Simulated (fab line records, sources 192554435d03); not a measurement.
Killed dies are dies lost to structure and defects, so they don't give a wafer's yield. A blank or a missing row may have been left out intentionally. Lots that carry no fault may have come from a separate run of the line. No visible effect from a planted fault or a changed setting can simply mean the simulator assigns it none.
Chamber matching    flow n5 finfet    N5_BEOL_M9_ETCH_66 on rie diel-06: 4 sister chambers
The step etches SOC in N2/H2, target depth 80 nm, overetch 16 nm, time 120 s. 16 wafers are shown with their chamber, then 8 later ones without.

== WAFERS, EACH WITH ITS CHAMBER ==
wafer   chamber  throttle valve pct (%)  showerhead plenum p Torr (Torr)  oes product au (a.u.)
L076.3  3        17.51                   2.56                             0.65
L076.4  1        17.50                   2.52                             0.76
L076.5  2        18.14                   2.64                             0.54
L077.2  1        17.48                   2.52                             0.75
L077.3  2        18.13                   2.64                             0.53
L077.6  2        18.12                   2.64                             0.53
L081.1  2        18.15                   2.63                             0.54
L081.3  0        17.66                   2.48                             0.70
L081.5  3        17.51                   2.56                             0.64
L087.2  2        18.16                   2.63                             0.53
L087.5  1        17.51                   2.51                             0.71
L087.6  0        17.69                   2.47                             0.68
L090.2  2        18.19                   2.62                             0.52
L090.4  0        17.69                   2.47                             0.66
L090.6  2        18.20                   2.62                             0.52
L091.1  0        17.69                   2.47                             0.66

SIGNATURES, as means of the wafers listed above
reading                   chamber 0  chamber 1  chamber 2  chamber 3  scatter within a chamber
throttle valve pct        17.6825    17.4967    18.1557    17.5100    0.0233
showerhead plenum p Torr  2.4725     2.5167     2.6314     2.5600     0.00723
oes product au            0.6750     0.7400     0.5300     0.6450     0.0157
Rule: for a wafer and a chamber, the distance is found by dividing, reading by reading, the gap between the wafer's reading and the chamber's mean by the reading's scatter, squaring, summing and taking the root. The wafer belongs to the nearest chamber; if the next one is less than 2 further off, it can't be placed. How the scatter is found: for the shown wafers, subtract from each reading the mean of its chamber, square and add these, divide the total by (wafers less chambers), then take the root.

== WAFERS WITHOUT THEIR CHAMBER ==
wafer   throttle valve pct (%)  showerhead plenum p Torr (Torr)  oes product au (a.u.)
L091.3  18.19                   2.62                             0.52
L091.6  18.19                   2.62                             0.52
L094.1  17.72                   2.47                             0.64
L094.2  17.53                   2.50                             0.69
L094.6  17.54                   2.50                             0.69
L095.1  17.59                   2.54                             0.60
L095.3  17.71                   2.46                             0.65
L095.5  17.58                   2.54                             0.61

== EACH ONE'S CHAMBER ==
wafer   from the rows above  in truth
L091.3  2                    2
L091.6  2                    2
L094.1  0                    0
L094.2  1                    1
L094.6  1                    1
L095.1  3                    3
L095.3  0                    0
L095.5  3                    3
Correct placement for 8 of the 8. Can't be placed from these rows: 0. Placed wrongly: 0.
